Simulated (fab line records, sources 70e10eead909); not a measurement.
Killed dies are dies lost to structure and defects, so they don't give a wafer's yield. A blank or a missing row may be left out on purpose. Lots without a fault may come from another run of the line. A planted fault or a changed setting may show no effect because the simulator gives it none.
Which tool did it? | flow nand_harc | 24 lots, 72 wafers sampled, at 1 step of a route of 1159

WHAT THE GAUGES READ, wafer by wafer
NHARC_A_SLIT_INSPECT_11. Usual: raw_defect_count 22, standard deviation 12.
lot  | measured     | on                | raw_defect_count | flag
L074 | day 14 06:50 | defect_inspect-01 | 14 2 10          |
L075 | day 14 08:49 | defect_inspect-02 | 20 18 24         |
L076 | day 14 20:20 | defect_inspect-02 | 27 30 34         |
L077 | day 14 20:30 | defect_inspect-02 | 7 11 7           |
L079 | day 14 20:47 | defect_inspect-01 | 27 27 27         |
L078 | day 15 18:19 | defect_inspect-01 | 7 9 5            |
L081 | day 16 05:11 | defect_inspect-02 | 29 34 35         |
L080 | day 16 15:07 | defect_inspect-02 | 11 6 14          |
L083 | day 16 17:38 | defect_inspect-01 | 15 13 10         |
L082 | day 16 18:42 | defect_inspect-01 | 36 26 25         |
L084 | day 16 19:07 | defect_inspect-01 | 41 34 33         |
L088 | day 18 03:35 | defect_inspect-01 | 48 31 37         |
L086 | day 18 03:45 | defect_inspect-01 | 18 16 9          |
L087 | day 18 05:21 | defect_inspect-01 | 46 35 30         |
L085 | day 18 05:42 | defect_inspect-01 | 22 12 8          |
L090 | day 18 16:05 | defect_inspect-01 | 28 30 36         |
L089 | day 18 16:28 | defect_inspect-01 | 12 9 13          |
L091 | day 18 17:04 | defect_inspect-01 | 18 13 16         |
L092 | day 18 18:04 | defect_inspect-01 | 40 43 39         |
L094 | day 19 08:01 | defect_inspect-02 | 34 34 45         |
L093 | day 19 08:10 | defect_inspect-01 | 14 9 14          |
L095 | day 19 17:29 | defect_inspect-01 | 35 45 36         |
L096 | day 19 17:38 | defect_inspect-02 | 26 19 18         |
L097 | day 19 22:59 | defect_inspect-01 | 21 15 25         |

WHICH TOOL RAN EACH LOT (tool, then ch and the chambers of the sampled wafers, then the start)
The record holds no process step before these readings.

WHAT THE TOOLS THEMSELVES READ (means of the sampled wafers that have a number; where no wafer has one, the mark that the record gives instead)
The record holds no such reading with a usual standard deviation.

THE ANSWER, worked out from the rows above alone
Rule: a lot is off if the mean of its wafers that have a number lies more than 3 standard deviations from the usual mean. A lot without any number at a reading at which 4 lots or more have one is off too. The other lots that the step has rows for count as sound. The gauges are gone through in route order, then the tools' own readings, and for those a lot's mean is taken as printed above. The first step at which some lot is off is used, and at that step the reading that is off furthest; a lot without a number counts as furthest.
No lot is off at any reading shown: from this, nothing can be told.

WHAT THE SIMULATOR HAD PUT IN
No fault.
